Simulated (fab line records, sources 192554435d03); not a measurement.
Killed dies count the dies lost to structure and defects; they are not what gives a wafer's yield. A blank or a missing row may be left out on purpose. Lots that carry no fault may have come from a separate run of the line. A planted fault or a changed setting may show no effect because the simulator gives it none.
What tool caused it? | flow n5-finfet | 36 wafers from 12 lots sampled at 3 of the route's 1938 steps

== WHAT THE GAUGES READ, wafer by wafer ==
N5_BEOL_M5_INSPECT_58: inspects for defects (darkfield).
lot  | measured     | on                | raw-defect-count
L074 | day 8 22:01  | defect-inspect-02 | 66 69 77
L076 | day 9 00:20  | defect-inspect-01 | 61 127 101
L078 | day 9 22:32  | defect-inspect-01 | 63 57 61
L081 | day 10 09:04 | defect-inspect-01 | 50 75 51
L083 | day 11 02:19 | defect-inspect-01 | 79 69 62
L086 | day 11 09:27 | defect-inspect-01 | 91 118 92
L087 | day 12 06:31 | defect-inspect-02 | 45 104 110
L090 | day 12 15:00 | defect-inspect-02 | 52 71 20
L089 | day 13 04:40 | defect-inspect-01 | 51 36 59
L093 | day 13 13:01 | defect-inspect-02 | 78 77 64
L094 | day 13 23:57 | defect-inspect-02 | 72 60 66
L097 | day 14 19:18 | defect-inspect-02 | 103 75 83

== WHICH TOOL RAN EACH LOT (tool, then ch and the chambers of the sampled wafers, then the start) ==
lot  | N5_BEOL_M5_ANNEAL_51             | N5_BEOL_M5_DEP_56
L074 | rtp-anneal-01 ch 0, day 8 21:09  | pecvd-01 ch 0,1,2, day 8 21:56
L076 | rtp-anneal-01 ch 0, day 8 23:32  | pecvd-03 ch 0,1,2, day 9 00:14
L078 | rtp-anneal-01 ch 0, day 9 21:29  | pecvd-01 ch 0,1,2, day 9 22:27
L081 | rtp-anneal-01 ch 0, day 10 08:07 | pecvd-02 ch 0,1,2, day 10 08:59
L083 | rtp-anneal-01 ch 0, day 11 01:26 | pecvd-01 ch 0,1,2, day 11 02:13
L086 | rtp-anneal-01 ch 0, day 11 08:10 | pecvd-01 ch 1,2, day 11 09:22
L087 | rtp-anneal-02 ch 0, day 12 05:34 | pecvd-03 ch 0,1, day 12 06:25
L090 | rtp-anneal-02 ch 0, day 12 14:13 | pecvd-03 ch 0,1,2, day 12 14:54
L089 | rtp-anneal-01 ch 0, day 13 03:47 | pecvd-01 ch 0,1,2, day 13 04:34
L093 | rtp-anneal-01 ch 0, day 13 12:13 | pecvd-02 ch 0,1,2, day 13 12:56
L094 | rtp-anneal-02 ch 0, day 13 23:04 | pecvd-03 ch 0,1, day 13 23:52
L097 | rtp-anneal-02 ch 0, day 14 18:26 | pecvd-02 ch 0,1,2, day 14 19:13
- N5_BEOL_M5_ANNEAL_51: time 90 s.
- N5_BEOL_M5_DEP_56: deposits SiCN from 3MS/NH3, target thk 8 nm, time 14 s.

== THE ANSWER, worked out from the rows above alone ==
Rule: the lots themselves supply what counts as usual. Put in order of their means at a reading, lots are off if they are a third of the lots or fewer, leave a main group of 4 or more, and stand apart from it by a gap of 3 or more times the standard deviation of the main group's means; of several such gaps the widest counts. The tables above print the reading to a certain number of digits; a main group whose means all agree to those digits is not used. Also off: a lot with no number at a reading for which 4 or more lots have one. Any other lot the step has rows for is counted as sound.
Nothing can be told from this: no lot is off at any reading shown.

== WHAT WAS PUT IN BY THE SIMULATOR ==
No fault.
